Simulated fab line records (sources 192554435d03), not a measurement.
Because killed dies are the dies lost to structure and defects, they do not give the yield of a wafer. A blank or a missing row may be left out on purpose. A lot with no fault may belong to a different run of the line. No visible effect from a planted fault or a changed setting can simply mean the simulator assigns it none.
Chamber matching + flow n5 finfet + rie diel-03 running N5_BEOL_M5_ETCH_75: 4 sister chambers
The step etches underlayer in N2/H2, target depth 6.5 nm, time 5.2 s. 8 wafers are shown with their chamber, then 8 later ones without.

WAFERS WITH THEIR CHAMBER
| wafer  | chamber | showerhead plenum p Torr (Torr) | drypump motor current A (A) |
|--------|---------|---------------------------------|-----------------------------|
| L079.5 | 1       | 2.48                            | 5.5                         |
| L081.6 | 0       | 2.66                            | 5.4                         |
| L083.3 | 0       | 2.65                            | 5.4                         |
| L083.5 | 3       | 2.53                            | 5.5                         |
| L084.4 | 3       | 2.53                            | 5.6                         |
| L084.5 | 1       | 2.48                            | 5.6                         |
| L084.6 | 2       | 2.48                            | 5.8                         |
| L085.3 | 2       | 2.48                            | 5.8                         |

WAFERS WITH NO CHAMBER GIVEN
| wafer  | showerhead plenum p Torr (Torr) | drypump motor current A (A) |
|--------|---------------------------------|-----------------------------|
| L085.5 | 2.52                            | 5.6                         |
| L085.6 | 2.65                            | 5.3                         |
| L092.3 | 2.65                            | 5.3                         |
| L092.4 | 2.47                            | 5.8                         |
| L092.5 | 2.48                            | 5.5                         |
| L096.1 | 2.64                            | 5.4                         |
| L096.3 | 2.47                            | 5.8                         |
| L096.6 | 2.47                            | 5.5                         |

WHICH CHAMBER EACH ONE RAN IN
| wafer  | from the rows above | in truth |
|--------|---------------------|----------|
| L085.5 | 3                   | 3        |
| L085.6 | 0                   | 0        |
| L092.3 | 0                   | 0        |
| L092.4 | 2                   | 2        |
| L092.5 | 1                   | 1        |
| L096.1 | 0                   | 0        |
| L096.3 | 2                   | 2        |
| L096.6 | 1                   | 1        |
8 of 8 placed correctly. Number that these rows cannot place: 0. 0 placed wrongly.
How it was worked out, from the rows above alone: a wafer's distance from a chamber is the root of the sum, over the readings, of the square of ((its reading less the chamber's mean) divided by the reading's scatter). If the next closest chamber is less than 2 further off than the closest, the wafer can't be placed; otherwise it belongs to the closest. A chamber's mean is the mean of its shown wafers. The scatter: take each reading less its chamber's mean, square it, sum over the shown wafers, divide by the number of wafers less the number of chambers, and take the root.
